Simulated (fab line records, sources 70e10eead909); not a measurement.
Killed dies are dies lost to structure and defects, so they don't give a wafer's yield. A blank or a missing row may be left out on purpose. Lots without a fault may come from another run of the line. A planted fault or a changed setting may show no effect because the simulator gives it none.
Which tool did it? | flow nand_harc | 12 lots, 36 wafers sampled, at 6 steps of a route of 1302

WHAT THE GAUGES READ, wafer by wafer
NHARC_A_CONTACT_INSPECT_23. Usual: raw_defect_count 541, standard deviation 150.
lot  | measured     | on                | raw_defect_count | flag
L620 | day 23 03:43 | defect_inspect-02 | 924 732 952      |
L621 | day 23 05:38 | defect_inspect-01 | 490 357 433      |
L619 | day 23 07:58 | defect_inspect-02 | 709 664 556      |
L623 | day 23 11:35 | defect_inspect-02 | 449 497 506      |
L629 | day 25 22:03 | defect_inspect-01 | 408 342 279      |
L626 | day 26 11:17 | defect_inspect-02 | 444 648 671      |
L630 | day 27 01:55 | defect_inspect-02 | 424 471 569      |
L633 | day 28 00:08 | defect_inspect-01 | 395 482 338      |
L632 | day 28 11:04 | defect_inspect-02 | 451 523 429      |
L636 | day 28 23:43 | defect_inspect-01 | 358 481 387      |
L642 | day 31 12:15 | defect_inspect-02 | 536 621 426      |
L640 | day 32 08:27 | defect_inspect-01 | 469 397 425      |

NHARC_A_BLC_CD_MEAS_10: target cd 100 nm. Usual: cd_nm 99.7 nm, standard deviation 0.65.
lot  | measured     | on        | cd_nm (nm)        | flag
L620 | day 23 04:14 | cd_sem-02 | 98.7 99.5 98.9    |
L621 | day 23 06:09 | cd_sem-02 | 100.4 100.2 99.9  |
L619 | day 23 08:21 | cd_sem-01 | 100.0 99.4 100.6  |
L623 | day 23 12:05 | cd_sem-02 | 99.8 99.1 99.4    |
L629 | day 25 22:33 | cd_sem-02 | 99.7 99.9 99.7    |
L626 | day 26 11:47 | cd_sem-01 | 99.3 100.1 100.2  |
L630 | day 27 02:18 | cd_sem-02 | 100.0 100.1 99.4  |
L633 | day 28 00:39 | cd_sem-01 | 102.1 102.9 103.1 | OFF
L632 | day 28 11:27 | cd_sem-01 | 99.9 99.7 99.2    |
L636 | day 29 00:13 | cd_sem-01 | 101.9 102.1 102.1 | OFF
L642 | day 31 12:38 | cd_sem-03 | 99.4 100.6 99.5   |
L640 | day 32 08:58 | cd_sem-01 | 100.1 101.0 100.2 |

NHARC_END_SORT_01. Usual: killed_at_array 41, standard deviation 10; killed_at_other 0.8, standard deviation 0.91; killed_at_periphery 4.2, standard deviation 2.9; killed_dies 46, standard deviation 10; killed_open 3.5, standard deviation 2.1; killed_short 2.5, standard deviation 1.6.
lot  | measured     | on        | killed_at_array | killed_at_other | killed_at_periphery | killed_dies | killed_open | killed_short | flag
L620 | day 25 02:41 | prober-01 | 43 42 42        | 0 1 2           | 3 1 4               | 46 44 48    | 3 2 0       | 1 2 4        |
L621 | day 25 09:38 | prober-02 | 48 37 47        | 1 0 1           | 5 3 4               | 54 40 52    | 8 4 5       | 0 2 2        |
L619 | day 25 11:20 | prober-01 | 51 35 39        | 2 1 0           | 4 4 5               | 57 40 44    | 3 4 3       | 2 6 2        |
L623 | day 25 17:22 | prober-02 | 32 34 34        | 0 1 0           | 9 9 8               | 41 44 42    | 4 3 2       | 2 1 4        |
L629 | day 28 00:59 | prober-02 | 22 24 20        | 2 1 0           | 7 9 12              | 31 34 32    | 3 3 4       | 4 5 2        |
L626 | day 28 08:43 | prober-01 | 44 46 40        | 1 0 0           | 2 2 3               | 47 48 43    | 6 4 8       | 0 5 0        |
L630 | day 29 02:23 | prober-01 | 33 38 32        | 2 2 2           | 6 3 2               | 41 43 36    | 1 3 3       | 2 0 0        |
L633 | day 29 20:44 | prober-01 | 32 46 32        | 0 0 0           | 5 9 7               | 37 55 39    | 1 3 1       | 2 2 3        |
L632 | day 30 04:30 | prober-01 | 47 48 41        | 0 1 0           | 4 1 5               | 51 50 46    | 4 1 0       | 4 4 5        |
L636 | day 31 00:32 | prober-01 | 34 37 31        | 2 1 2           | 8 7 6               | 44 45 39    | 3 3 1       | 2 1 2        |
L642 | day 34 00:18 | prober-02 | 41 41 33        | 0 0 1           | 2 4 5               | 43 45 39    | 2 2 8       | 0 2 1        |
L640 | day 34 12:41 | prober-01 | 37 38 40        | 1 2 1           | 7 9 10              | 45 49 51    | 2 2 2       | 1 3 2        |

WHICH TOOL RAN EACH LOT (tool, then ch and the chambers of the sampled wafers, then the start)
lot  | NHARC_A_CONTACT_ETCH_92            | NHARC_A_CONTACT_ALD_18              | NHARC_A_BLC_EXPOSE_07
L620 | rie_diel-08 ch 1,2, day 23 00:59   | ald_metal-03 ch 0,3, day 23 02:14   | arfi_scanner-01 ch 0, day 23 04:05
L621 | rie_diel-04 ch 1,2,3, day 23 02:59 | ald_metal-04 ch 1,3, day 23 04:08   | arfi_scanner-02 ch 0, day 23 06:01
L619 | rie_diel-08 ch 0,1,2, day 23 04:55 | ald_metal-03 ch 0,1,3, day 23 06:28 | arfi_scanner-02 ch 0, day 23 08:13
L623 | rie_diel-08 ch 0,1,3, day 23 08:28 | ald_metal-03 ch 0,1,3, day 23 10:05 | arfi_scanner-03 ch 0, day 23 11:57
L629 | rie_diel-01 ch 0,3, day 25 19:21   | ald_metal-04 ch 0,2, day 25 20:31   | arfi_scanner-02 ch 0, day 25 22:25
L626 | rie_diel-01 ch 1,2,3, day 26 08:29 | ald_metal-03 ch 1,2,3, day 26 09:39 | arfi_scanner-03 ch 0, day 26 11:39
L630 | rie_diel-04 ch 0,2, day 26 23:14   | ald_metal-01 ch 0,3, day 27 00:24   | arfi_scanner-02 ch 0, day 27 02:10
L633 | rie_diel-04 ch 0,1,2, day 27 21:02 | ald_metal-01 ch 0,1,3, day 27 22:42 | arfi_scanner-02 ch 0, day 28 00:31
L632 | rie_diel-04 ch 2,3, day 28 08:23   | ald_metal-01 ch 2,3, day 28 09:34   | arfi_scanner-03 ch 0, day 28 11:19
L636 | rie_diel-08 ch 0,2,3, day 28 21:04 | ald_metal-04 ch 0,2,3, day 28 22:13 | arfi_scanner-02 ch 0, day 29 00:04
L642 | rie_diel-04 ch 2,3, day 31 09:36   | ald_metal-01 ch 1,2,3, day 31 10:48 | arfi_scanner-01 ch 0, day 31 12:29
L640 | rie_diel-04 ch 1,3, day 32 05:40   | ald_metal-01 ch 2,3, day 32 06:58   | arfi_scanner-03 ch 0, day 32 08:50
- NHARC_A_CONTACT_ETCH_92: etches the open film in CH3F/O2, target depth 40 nm, time 85.7 s.
- NHARC_A_CONTACT_ALD_18: deposits TiN, target thk 3 nm, pulse time 1 s, ald cycles 150.
- NHARC_A_BLC_EXPOSE_07: exposes mask A BLC, target cd 100 nm.

WHAT THE TOOLS THEMSELVES READ (means of the sampled wafers that have a number; where no wafer has one, the mark that the record gives instead)
NHARC_A_CONTACT_ETCH_92. Usual: drypump_motor_current_A 5.90 A, standard deviation 0.3; mfc_ar_sccm 199.9 sccm, standard deviation 0.64; oes_product_au 0.931 a.u., standard deviation 0.016; rf_vpp_V 244.9 V, standard deviation 1.3; showerhead_plenum_p_Torr 2.50 Torr, standard deviation 0.084; throttle_valve_pct 20.664 %, standard deviation 0.0089.
lot  | tool        | drypump_motor_current_A (A) | mfc_ar_sccm (sccm) | oes_product_au (a.u.) | rf_vpp_V (V) | showerhead_plenum_p_Torr (Torr) | throttle_valve_pct (%) | flag
L620 | rie_diel-08 | 5.59                        | 200.9              | 0.927                 | 245.4        | 2.44                            | 20.667                 |
L621 | rie_diel-04 | 6.04                        | 199.3              | 0.932                 | 245.5        | 2.55                            | 20.673                 |
L619 | rie_diel-08 | 5.51                        | 200.0              | 0.921                 | 244.7        | 2.47                            | 20.661                 |
L623 | rie_diel-08 | 5.59                        | 199.9              | 0.928                 | 245.0        | 2.47                            | 20.659                 |
L629 | rie_diel-01 | 5.53                        | 199.7              | 0.918                 | 245.6        | 2.54                            | 20.670                 |
L626 | rie_diel-01 | 5.93                        | 199.9              | 1.001                 | 244.1        | 2.49                            | 20.669                 | OFF
L630 | rie_diel-04 | 6.28                        | 200.3              | 0.931                 | 245.5        | 2.50                            | 20.667                 |
L633 | rie_diel-04 | 6.18                        | 200.1              | 0.927                 | 245.3        | 2.50                            | 20.667                 |
L632 | rie_diel-04 | 6.00                        | 199.2              | 0.917                 | 245.6        | 2.57                            | 20.662                 |
L636 | rie_diel-08 | 5.59                        | 200.0              | 0.937                 | 243.4        | 2.41                            | 20.661                 |
L642 | rie_diel-04 | 5.98                        | 200.1              | 0.942                 | 246.2        | 2.57                            | 20.666                 |
L640 | rie_diel-04 | 6.03                        | 200.5              | 0.928                 | 245.2        | 2.53                            | 20.660                 |

NHARC_A_CONTACT_ALD_18. Usual: heater_power_w 1098 W, standard deviation 100; precursor_pulse_height_rel 1.001, standard deviation 0.019.
lot  | tool         | heater_power_w (W) | precursor_pulse_height_rel | flag
L620 | ald_metal-03 | 1157               | 1.008                      |
L621 | ald_metal-04 | 1151               | 1.000                      |
L619 | ald_metal-03 | 1065               | 0.991                      |
L623 | ald_metal-03 | 1073               | 1.008                      |
L629 | ald_metal-04 | 1162               | 1.003                      |
L626 | ald_metal-03 | 1052               | 1.017                      |
L630 | ald_metal-01 | 1082               | 1.009                      |
L633 | ald_metal-01 | 1066               | 0.988                      |
L632 | ald_metal-01 | 1192               | 0.979                      |
L636 | ald_metal-04 | 1144               | 0.992                      |
L642 | ald_metal-01 | 1144               | 0.995                      |
L640 | ald_metal-01 | 1219               | 0.989                      |

NHARC_A_BLC_EXPOSE_07. Usual: exposure_dose_mJ_cm2 68.2, standard deviation 0.53.
lot  | tool            | exposure_dose_mJ_cm2 | flag
L620 | arfi_scanner-01 | 69.1                 |
L621 | arfi_scanner-02 | 67.8                 |
L619 | arfi_scanner-02 | 67.9                 |
L623 | arfi_scanner-03 | 68.0                 |
L629 | arfi_scanner-02 | 67.9                 |
L626 | arfi_scanner-03 | 68.0                 |
L630 | arfi_scanner-02 | 67.8                 |
L633 | arfi_scanner-02 | 71.8                 | OFF
L632 | arfi_scanner-03 | 68.0                 |
L636 | arfi_scanner-02 | 71.1                 | OFF
L642 | arfi_scanner-01 | 69.1                 |
L640 | arfi_scanner-03 | 67.9                 |

THE ANSWER, worked out from the rows above alone
Rule: a lot is off if the mean of its wafers that have a number lies more than 3 standard deviations from the usual mean. A lot without any number at a reading at which 4 lots or more have one is off too. The other lots that the step has rows for count as sound. The gauges are gone through in route order, then the tools' own readings, and for those a lot's mean is taken as printed above. The first step at which some lot is off is used, and at that step the reading that is off furthest; a lot without a number counts as furthest.
Off: L633, L636, at NHARC_A_BLC_CD_MEAS_10 (cd_nm).
A tool fits if, at a process step before that reading, it ran every lot that is off, and no sound lot after the first of them. The gauges at NHARC_A_BLC_CD_MEAS_10 aren't tried: what is off there is off at NHARC_A_BLC_EXPOSE_07 too, on other tools, and a gauge's error can't cause that. One fits: arfi_scanner-02 at NHARC_A_BLC_EXPOSE_07. Its last sound lot is L630 (day 27 02:10), its first lot that is off L633 (day 28 00:31): a fault that began between those two fits.
The tool's own readings at NHARC_A_BLC_EXPOSE_07 bear it out: on the lots that are off they differ by more than 5 times the standard deviation of the sound lots' means. exposure_dose_mJ_cm2 reads 71.4 there against 68.2 on the sound lots.

WHAT THE SIMULATOR HAD PUT IN
Process parameter drift: arfi_scanner-02, from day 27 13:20 on, at NHARC_A_BLC_EXPOSE_07. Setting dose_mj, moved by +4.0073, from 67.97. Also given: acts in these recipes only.
Lots struck among those shown: L633, L636. The rule above found the same.
